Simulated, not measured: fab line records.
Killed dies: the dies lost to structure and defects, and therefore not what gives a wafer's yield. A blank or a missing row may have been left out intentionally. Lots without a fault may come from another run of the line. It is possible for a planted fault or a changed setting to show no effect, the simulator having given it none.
Matching of chambers + flow n5 finfet + rie diel-01 running N5_MOL_CONTACT_COAG_ETCHBACK_132: 4 sister chambers
The step etches SiO2 in CHF3, target depth 10 nm, time 6.7 s. 4 wafers are shown with their chamber, then 7 later ones without.

WAFERS, EACH WITH ITS CHAMBER
| wafer  | chamber | drypump motor current A (A) |
|--------|---------|-----------------------------|
| L092.4 | 2       | 5.82                        |
| L092.5 | 1       | 5.54                        |
| L094.1 | 3       | 5.52                        |
| L094.4 | 0       | 5.70                        |

WAFERS WITHOUT THEIR CHAMBER
| wafer  | drypump motor current A (A) |
|--------|-----------------------------|
| L094.5 | 5.84                        |
| L095.2 | 5.54                        |
| L095.5 | 5.51                        |
| L095.6 | 5.69                        |
| L096.2 | 5.50                        |
| L096.3 | 5.80                        |
| L096.5 | 5.70                        |

CHAMBER TAKEN BY EACH
| wafer  | from the rows above     | in truth |
|--------|-------------------------|----------|
| L094.5 | 2                       | 2        |
| L095.2 | can't be placed: 1 or 3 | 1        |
| L095.5 | can't be placed: 3 or 1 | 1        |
| L095.6 | 0                       | 0        |
| L096.2 | can't be placed: 3 or 1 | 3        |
| L096.3 | 2                       | 2        |
| L096.5 | 0                       | 0        |
Placed correctly: 4 of 7. From these rows, 3 cannot be placed; in 3 the true chamber is one of the candidates. Wrongly placed: 0.
How it was worked out, from the rows above alone: a wafer's distance from a chamber is the root of the sum, over the readings, of the square of ((its reading less the chamber's mean) divided by the reading's scatter). The wafer belongs to the nearest chamber; if the next one is less than 2 further off, it can't be placed. For every chamber, the mean is computed from those of its wafers that are shown. The scatter: root of mean squared gap, hidden wafer to nearest shown wafer, with one shown wafer a chamber.
